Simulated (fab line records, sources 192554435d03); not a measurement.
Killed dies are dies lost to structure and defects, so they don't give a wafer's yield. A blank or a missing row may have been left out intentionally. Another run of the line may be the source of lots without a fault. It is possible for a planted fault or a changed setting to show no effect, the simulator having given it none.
fab line records | flow n5-finfet
record lots=7 | wafers=19 | last-day=17
route steps=1938 shown BEOL_M2@914 BEOL_M4@1111 PASSIVATION@1936
lots that met no fault: from a run of the same line without faults
start-h: hours from the record's first day to the start of the lot's first wafer shown | wait-h: how many hours have passed since the lot's step before this one | " the same as in the row above | L1.1+2: a row that stands for several wafers | - value missing, or start not given | * or withheld: withheld | < > ~ a bound
route shown NAME@n: names a module that has steps shown in the file, with the first one's number in the route | usual: mean/standard deviation taken from wafers without a fault | same: alike in all rows | chamber/n: place in a boat | sites: readings site by site | _std_site: standard deviation of those values | _edge_site: outer sites' mean less inner sites' | radius-mm: how far each site lies from the wafer's centre | mask NAME#n: copy n | behind: tool/chamber where the wafer was last shaped | hold: cause of the lot's hold/its duration in hours/its outcome | device: names the non-switching transistor (n, p or np) | end of line: the tests these same wafers got at the end of their route | a step with no rows: only its recipe | killed: at the first sort, the dies lost to defects and structure; wafer yield is something else | map: a wafer's dies, marking killed ones x, the rest . and places with no die _
set.NAME: the setting as run; set.NAME@STEP: as run at that earlier step | model.NAME: the simulator's own value behind a step, which no gauge read
lots at selected steps of the route; one table per step, one row per wafer
services: the hour from which a tool's chamber was out of use, counted from the record's first day as start-h (under 0 if before that day), plus the number of hours and why
## steps
# step N5_BEOL_M2_SPUTTER_90
# recipe material=Cu | target-thk-a=45 | temp-c=-20 | chamber-pressure-pa=0.07 | power-w=withheld | time-s=8.29
# step N5_BEOL_M2_ANNEAL_91
# recipe temp-c=400 | time-s=240 | ambient=vacuum
# step N5_BEOL_M2_SPUTTER_92
# recipe material=Cu | target-thk-a=45 | temp-c=-20 | chamber-pressure-pa=0.07 | power-w=withheld | time-s=8.29
# step N5_BEOL_M2_ANNEAL_93
# recipe temp-c=400 | time-s=240 | ambient=vacuum
# usual heater-power-w=814/38
lot.wafer | tool           | chamber | start-h | wait-h | heater-power-w
L684.1    | pvd-sputter-02 | -       | 151.64  | 0.0    | 795
L684.4    | "              | -       | "       | "      | 825
L684.6    | "              | -       | "       | "      | 881
L691.1    | pvd-sputter-03 | -       | 202.11  | 0.0    | 817
L691.4    | "              | -       | "       | "      | 834
L691.6    | "              | -       | "       | "      | 816
L692.2    | pvd-sputter-01 | -       | 202.57  | 0.0    | 773
L692.5    | "              | -       | "       | "      | 804
L692.6    | "              | -       | "       | "      | 836
L696.2    | pvd-sputter-03 | -       | 220.71  | 0.0    | 792
L696.5    | "              | -       | "       | "      | 806
L696.6    | "              | -       | "       | "      | 818
L697.3    | pvd-sputter-03 | -       | 224.21  | 0.0    | 802
L697.4    | "              | -       | "       | "      | 814
L700.4    | pvd-sputter-03 | -       | 252.83  | 0.0    | 858
L700.5    | "              | -       | "       | "      | 837
L704.1    | pvd-sputter-01 | -       | 283.31  | 0.0    | 713
L704.3    | "              | -       | "       | "      | 788
L704.4    | "              | -       | "       | "      | 857
# step N5_BEOL_M2_SPUTTER_94
# recipe material=Cu | target-thk-a=45 | temp-c=-20 | chamber-pressure-pa=0.07 | power-w=withheld | time-s=8.29
# usual throttle-valve-pct=30.4/1.1
lot.wafer | tool           | chamber | start-h | wait-h | throttle-valve-pct
L684.1    | pvd-sputter-02 | -       | 151.78  | 0.1    | 29.4
L684.4    | "              | -       | "       | "      | 30.1
L684.6    | "              | -       | "       | "      | 29.7
L691.1    | pvd-sputter-03 | -       | 202.25  | 0.1    | 28.9
L691.4    | "              | -       | "       | "      | 29.7
L691.6    | "              | -       | "       | "      | 29.4
L692.2    | pvd-sputter-01 | -       | 202.71  | 0.1    | 30.4
L692.5    | "              | -       | "       | "      | 30.4
L692.6    | "              | -       | "       | "      | 30.3
L696.2    | pvd-sputter-03 | -       | 220.85  | 0.1    | 29.2
L696.5    | "              | -       | "       | "      | 32.7
L696.6    | "              | -       | "       | "      | 29.6
L697.3    | pvd-sputter-03 | -       | 224.35  | 0.1    | 32.2
L697.4    | "              | -       | "       | "      | 29.2
L700.4    | pvd-sputter-03 | -       | 252.97  | 0.1    | 31.8
L700.5    | "              | -       | "       | "      | 29.8
L704.1    | pvd-sputter-01 | -       | 283.45  | 0.1    | 30.3
L704.3    | "              | -       | "       | "      | 30.4
L704.4    | "              | -       | "       | "      | 30.1
# step N5_BEOL_M2_ANNEAL_95
# recipe temp-c=400 | time-s=240 | ambient=vacuum
# usual heater-power-w=813/39
lot.wafer | tool           | chamber | start-h | wait-h | heater-power-w
L684.1    | pvd-sputter-02 | -       | 151.86  | 0.0    | 800
L684.4    | "              | -       | "       | "      | 820
L684.6    | "              | -       | "       | "      | 898
L691.1    | pvd-sputter-03 | -       | 202.33  | 0.0    | 795
L691.4    | "              | -       | "       | "      | 853
L691.6    | "              | -       | "       | "      | 810
L692.2    | pvd-sputter-01 | -       | 202.79  | 0.0    | 792
L692.5    | "              | -       | "       | "      | 778
L692.6    | "              | -       | "       | "      | 853
L696.2    | pvd-sputter-03 | -       | 220.93  | 0.0    | 826
L696.5    | "              | -       | "       | "      | 819
L696.6    | "              | -       | "       | "      | 821
L697.3    | pvd-sputter-03 | -       | 224.43  | 0.0    | 809
L697.4    | "              | -       | "       | "      | 799
L700.4    | pvd-sputter-03 | -       | 253.05  | 0.0    | 844
L700.5    | "              | -       | "       | "      | 844
L704.1    | pvd-sputter-01 | -       | 283.53  | 0.0    | 707
L704.3    | "              | -       | "       | "      | 785
L704.4    | "              | -       | "       | "      | 823
# step N5_BEOL_M2_SPUTTER_96
# recipe material=Cu | target-thk-a=45 | temp-c=-20 | chamber-pressure-pa=0.07 | power-w=withheld | time-s=8.29
# usual throttle-valve-pct=30.5/1
lot.wafer | tool           | chamber | start-h | wait-h | throttle-valve-pct
L684.1    | pvd-sputter-02 | -       | 152.00  | 0.1    | 29.7
L684.4    | "              | -       | "       | "      | 30.1
L684.6    | "              | -       | "       | "      | 30.1
L691.1    | pvd-sputter-03 | -       | 202.47  | 0.1    | 29.2
L691.4    | "              | -       | "       | "      | 29.6
L691.6    | "              | -       | "       | "      | 29.2
L692.2    | pvd-sputter-01 | -       | 202.93  | 0.1    | 30.7
L692.5    | "              | -       | "       | "      | 30.5
L692.6    | "              | -       | "       | "      | 30.5
L696.2    | pvd-sputter-03 | -       | 221.07  | 0.1    | 29.7
L696.5    | "              | -       | "       | "      | 32.1
L696.6    | "              | -       | "       | "      | 29.1
L697.3    | pvd-sputter-03 | -       | 224.57  | 0.1    | 32.6
L697.4    | "              | -       | "       | "      | 29.2
L700.4    | pvd-sputter-03 | -       | 253.19  | 0.1    | 31.9
L700.5    | "              | -       | "       | "      | 29.8
L704.1    | pvd-sputter-01 | -       | 283.67  | 0.1    | 30.3
L704.3    | "              | -       | "       | "      | 30.6
L704.4    | "              | -       | "       | "      | 30.4
# step N5_BEOL_M2_ECD_50
# recipe material=Cu | target-thk-a=3000
# step N5_BEOL_M2_ANNEAL_51
# recipe temp-c=225 | time-s=90 | ambient=N2
# step N5_BEOL_M2_CMP_52
# recipe stop-on=SiOC | t-overpolish-s=6.8 | down-force-psi=1 | platen-rpm=50 | clearing-platen-down-force-psi=1.5 | clearing-platen-rpm=50 | post-cmp-clean=cu-alkaline | target-thk-nm=40 | clearing-platen-pad-velocity-m-s=0.99484 | pad-velocity-m-s=0.99484
# step N5_BEOL_M2_THK_MEAS_53
# recipe thk-meas-gauge=xrf | reads=Cu_of_BEOL_M2_ECD_50
# usual M2_THK=40.1/1.4
lot.wafer | tool          | chamber | start-h | wait-h | M2_THK[nm]
L684.1    | film-metro-02 | -       | 152.78  | -      | 39.3
L684.4    | "             | -       | "       | "      | 40.7
L684.6    | "             | -       | "       | "      | 39.8
L691.1    | film-metro-01 | -       | 203.26  | -      | 39.0
L691.4    | "             | -       | "       | "      | 41.3
L691.6    | "             | -       | "       | "      | 40.5
L692.2    | film-metro-02 | -       | 203.71  | -      | 41.1
L692.5    | "             | -       | "       | "      | 41.6
L692.6    | "             | -       | "       | "      | 40.8
L696.2    | film-metro-02 | -       | 222.05  | -      | 39.7
L696.5    | "             | -       | "       | "      | 39.4
L696.6    | "             | -       | "       | "      | 38.4
L697.3    | film-metro-01 | -       | 225.36  | -      | 40.1
L697.4    | "             | -       | "       | "      | 38.9
L700.4    | film-metro-02 | -       | 254.04  | -      | 40.4
L700.5    | "             | -       | "       | "      | 39.8
L704.1    | film-metro-02 | -       | 284.46  | -      | 40.2
L704.3    | "             | -       | "       | "      | 40.6
L704.4    | "             | -       | "       | "      | 40.7
# step N5_BEOL_M2_PRE_CLEAN_60
# recipe gas=NH3/H2 | time-s=15 | temp-c=* | rf-power-w=300
# usual heater-power-w=83/16
lot.wafer | tool      | chamber | start-h | wait-h | heater-power-w
L684.1    | cvd-co-01 | 0       | 152.82  | 0.0    | 88
L684.4    | "         | 1       | "       | "      | 93
L684.6    | "         | 0       | "       | "      | 88
L691.1    | cvd-co-02 | 0       | 203.30  | 0.0    | 67
L691.4    | "         | 1       | "       | "      | 100
L691.6    | "         | 2       | "       | "      | 96
L692.2    | cvd-co-01 | 0       | 203.75  | 0.0    | 88
L692.5    | "         | 1       | "       | "      | 96
L692.6    | "         | 0       | "       | "      | 90
L696.2    | cvd-co-01 | 0       | 222.09  | 0.0    | 87
L696.5    | "         | 0       | "       | "      | 88
L696.6    | "         | 2       | "       | "      | 59
L697.3    | cvd-co-01 | 1       | 225.40  | 0.0    | 93
L697.4    | "         | 0       | "       | "      | 90
L700.4    | cvd-co-01 | 2       | 254.10  | 0.1    | 58
L700.5    | "         | 1       | "       | "      | 94
L704.1    | cvd-co-02 | 0       | 284.49  | 0.0    | 66
L704.3    | "         | 2       | "       | "      | 96
L704.4    | "         | 2       | "       | "      | 96
# step N5_BEOL_M2_CO_CAP_55
# recipe material=Co | target-thk-a=20 | temp-c=200 | precursor=CCTBA/H2 | pressure-torr=30 | time-s=102.1
# usual heater-power-w=234/20 | run-length-s=125.4/0.6
lot.wafer | tool      | chamber | start-h | wait-h | heater-power-w | run-length-s | model.Co_of_BEOL_M2_CO_CAP_55.thk-nm
L684.1    | cvd-co-01 | 0       | 152.86  | 0.0    | 238            | 125.0        | 2
L684.4    | "         | 1       | "       | "      | 248            | 125.6        | 2
L684.6    | "         | 0       | "       | "      | 241            | 125.3        | 2
L691.1    | cvd-co-02 | 0       | 203.34  | 0.0    | 209            | 125.7        | 2
L691.4    | "         | 1       | "       | "      | 257            | 125.8        | 2
L691.6    | "         | 2       | "       | "      | 245            | 125.2        | 2
L692.2    | cvd-co-01 | 0       | 203.79  | 0.0    | 237            | 125.3        | 2
L692.5    | "         | 1       | "       | "      | 248            | 125.9        | 2
L692.6    | "         | 0       | "       | "      | 234            | 125.0        | 2
L696.2    | cvd-co-01 | 0       | 222.13  | 0.0    | 236            | 125.4        | 2
L696.5    | "         | 0       | "       | "      | 248            | 89.7         | 1.2
L696.6    | "         | 2       | "       | "      | 203            | 125.2        | 1.8
L697.3    | cvd-co-01 | 1       | 225.44  | 0.0    | 246            | 125.8        | 2
L697.4    | "         | 0       | "       | "      | 239            | 89.3         | 1.2
L700.4    | cvd-co-01 | 2       | 254.15  | 0.0    | 204            | 88.4         | 1.6
L700.5    | "         | 1       | "       | "      | 252            | 90.4         | 1.4
L704.1    | cvd-co-02 | 0       | 284.53  | 0.0    | 211            | 126.2        | 2
L704.3    | "         | 2       | "       | "      | 255            | 125.7        | 2
L704.4    | "         | 2       | "       | "      | 258            | 125.3        | 2
# step N5_BEOL_M2_PRE_CLEAN_56
# recipe gas=NH3 | time-s=15 | temp-c=withheld | rf-power-w=300
# step N5_BEOL_M4_RC_MEAS_101
# usual DIBL_N=36.4/1.4 | DIBL_P=36.4/1.5 | IOFF_N=0.156/0.022 | IOFF_P=0.210/0.023 | ION_N=675/9.1 | ION_P=463/5.7 | SS_N=71.6/0.45 | SS_P=73.3/0.56 | VT_N=250/3.1 | VT_P=-250.3/2.3
lot.wafer | tool      | chamber | start-h | wait-h | DIBL_N[mV/V] | DIBL_P[mV/V] | IOFF_N[nA/um] | IOFF_P[nA/um] | ION_N[uA/um] | ION_P[uA/um] | SS_N[mV/dec] | SS_P[mV/dec] | VT_N[mV] | VT_P[mV]
L684.1    | prober-01 | 0       | 198.31  | 0.0    | 37.2         | 35.0         | 0.148         | 0.237         | 669          | 463          | 71.4         | 72.9         | 252      | -249.4
L684.4    | "         | 0       | "       | "      | 38.8         | 36.1         | 0.167         | 0.237         | 666          | 463          | 72.0         | 74.2         | 251      | -248.5
L684.6    | "         | 0       | "       | "      | 36.1         | 33.2         | 0.125         | 0.192         | 658          | 459          | 72.0         | 72.3         | 255      | -250.7
L691.1    | prober-02 | 0       | 234.37  | 0.0    | 37.4         | 37.3         | 0.156         | 0.211         | 669          | 464          | 72.4         | 73.7         | 249      | -252.6
L691.4    | "         | 0       | "       | "      | 38.2         | 37.2         | 0.164         | 0.203         | 678          | 456          | 72.1         | 73.3         | 251      | -254.0
L691.6    | "         | 0       | "       | "      | 37.3         | 37.2         | 0.151         | 0.194         | 664          | 451          | 71.3         | 73.2         | 251      | -254.2
L692.2    | prober-01 | 0       | 242.12  | 0.2    | 38.4         | 41.1         | 0.218         | 0.288         | 696          | 471          | 71.7         | 74.5         | 243      | -245.6
L692.5    | "         | 0       | "       | "      | 35.5         | 37.5         | 0.162         | 0.217         | 676          | 464          | 71.1         | 72.9         | 249      | -247.3
L692.6    | "         | 0       | "       | "      | 36.9         | 38.5         | 0.187         | 0.229         | 685          | 464          | 71.4         | 73.7         | 245      | -249.3
L696.2    | prober-01 | 0       | 257.46  | 0.2    | 34.8         | 34.8         | 0.123         | 0.179         | 656          | 450          | 71.4         | 73.2         | 256      | -254.4
L696.5    | "         | 0       | "       | "      | 36.0         | 36.2         | 0.136         | 0.194         | 660          | 464          | 71.5         | 74.0         | 255      | -252.4
L696.6    | "         | 0       | "       | "      | 37.7         | 37.9         | 0.170         | 0.232         | 671          | 461          | 72.1         | 73.5         | 252      | -250.2
L697.3    | prober-01 | 0       | 275.32  | 0.3    | 38.9         | 35.3         | 0.159         | 0.225         | 675          | 468          | 71.3         | 73.1         | 249      | -250.0
L697.4    | "         | 0       | "       | "      | 39.6         | 35.1         | 0.165         | 0.218         | 667          | 458          | 72.0         | 73.3         | 250      | -248.5
L700.4    | prober-01 | 0       | 290.09  | 0.5    | 38.1         | 39.1         | 0.174         | 0.231         | 682          | 470          | 71.3         | 73.8         | 251      | -248.8
L700.5    | "         | 0       | "       | "      | 38.7         | 39.1         | 0.185         | 0.227         | 684          | 466          | 72.0         | 72.6         | 248      | -251.4
L704.1    | prober-02 | 0       | 315.33  | 0.0    | 33.9         | 33.7         | 0.121         | 0.188         | 673          | 464          | 70.9         | 73.8         | 250      | -250.0
L704.3    | "         | 0       | "       | "      | 36.1         | 36.5         | 0.162         | 0.218         | 678          | 469          | 72.2         | 73.7         | 252      | -247.1
L704.4    | "         | 0       | "       | "      | 34.8         | 34.6         | 0.134         | 0.194         | 666          | 462          | 70.8         | 72.9         | 252      | -249.0
# step N5_PASSIVATION_PROBE_49
# usual defect-limited-yield=91.5/1.3 | killed_at_M0_to_M3=33/10 | killed_at_M4_up=13/4 | killed-at-contacts=12/6.3 | killed-at-front-end=39/11 | killed-at-other=3.4/2.6 | killed-dies=100/15 | killed-open=65/11 | killed-short=34/7.8 | sort_bin_5_function=5.0/0.89 | sort_bin_6_memory=3.2/0.58 | sort-n-pass=1080/15 | sort-yield-pct=91.5/1.3
# same gross-dies=1180 | killed-at-back-side=0 | sort_bin_4_leakage[%]=0 | sort_bin_8_speed[%]=0
lot.wafer | tool      | chamber | start-h | wait-h | defect-limited-yield[%] | killed_at_M0_to_M3 | killed_at_M4_up | killed-at-contacts | killed-at-front-end | killed-at-other | killed-dies | killed-open | killed-short | sort_bin_5_function[%] | sort_bin_6_memory[%] | sort-n-pass | sort-yield-pct[%]
L692.2    | prober-01 | -       | 357.69  | 0.1    | 91.9                    | 34                 | 14              | 14                 | 30                  | 4               | 96          | 60          | 29           | 4.5                    | 2.8                  | 1084        | 91.9
L692.5    | prober-01 | -       | 357.84  | 0.2    | 92.8                    | 26                 | 9               | 17                 | 30                  | 3               | 85          | 46          | 39           | 4.6                    | 2.2                  | 1095        | 92.8
L692.6    | prober-01 | -       | 357.89  | 0.3    | 91.2                    | 51                 | 15              | 8                  | 30                  | 0               | 104         | 70          | 33           | 5.9                    | 2.9                  | 1076        | 91.2
# killed by level:class
L692.2 MOL_CONTACT_COAG:geometric-particle:open=10 BEOL_M0_SAQP:geometric-particle:short=9 BEOL_M2:geometric-particle:open=8 STI_FIN_REVEAL:geometric-particle:open=7 BEOL_M0_SAQP:geometric-particle:open=6 BEOL_M5:geometric-particle:open=5 HKMG_FIN:area-etch=5 GATE_CUT:geometric-particle:short=4
L692.5 MOL_CONTACT_COAG:geometric-particle:open=11 BEOL_M0_SAQP:geometric-particle:short=11 MOL_CONTACT_COAG:geometric-particle:short=6 BEOL_M0_SAQP:geometric-particle:open=6 FIN_SAQP:geometric-particle:open=5 STARTING-WAFER:geometric-particle:short=5 GATE_CUT:geometric-particle:open=4 BEOL_M2:geometric-particle:open=4
L692.6 BEOL_M2:geometric-particle:open=16 BEOL_M0_SAQP:geometric-particle:short=13 BEOL_M0_SAQP:geometric-particle:open=9 FIN_SAQP:geometric-particle:open=8 MOL_CONTACT_COAG:geometric-particle:open=6 BEOL_M1:geometric-particle:open=6 FIN_SAQP:geometric-particle:short=5 BEOL_M4:geometric-particle:open=5
## services
tool           | chamber | start-h | hours | kind
pvd-sputter-01 | -       | 139.40  | 1.8   | repair
cvd-co-02      | 2       | 152.24  | 1.8   | repair
cvd-co-01      | -       | 185.05  | 2.3   | repair
pvd-sputter-02 | -       | 186.11  | 7.3   | repair
pvd-sputter-01 | -       | 283.92  | 0.7   | repair
## key
first-sign step=N5_BEOL_M2_CO_CAP_55 | reading=run-length-s | direction=down | sigmas=60 | usual=* | struck=*
effect none on later readings
model-effect step=N5_BEOL_M2_CO_CAP_55 | value=Co_of_BEOL_M2_CO_CAP_55.thk-nm | without=2.1 | struck=1.35
met-at N5_BEOL_M2_CO_CAP_55
struck-wafers L696.5,L697.4,L700.4,L700.5
onset-between 203.79 222.13
fault kind=process-parameter-drift | tool=cvd-co-01 | chamber=- | onset-h=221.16 | steps=N5_BEOL_M2_CO_CAP_55 | channel=time-s | offset=* | shape=step | end-h=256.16 | scope=struck-wafers-only | acts-in=* | stated=*
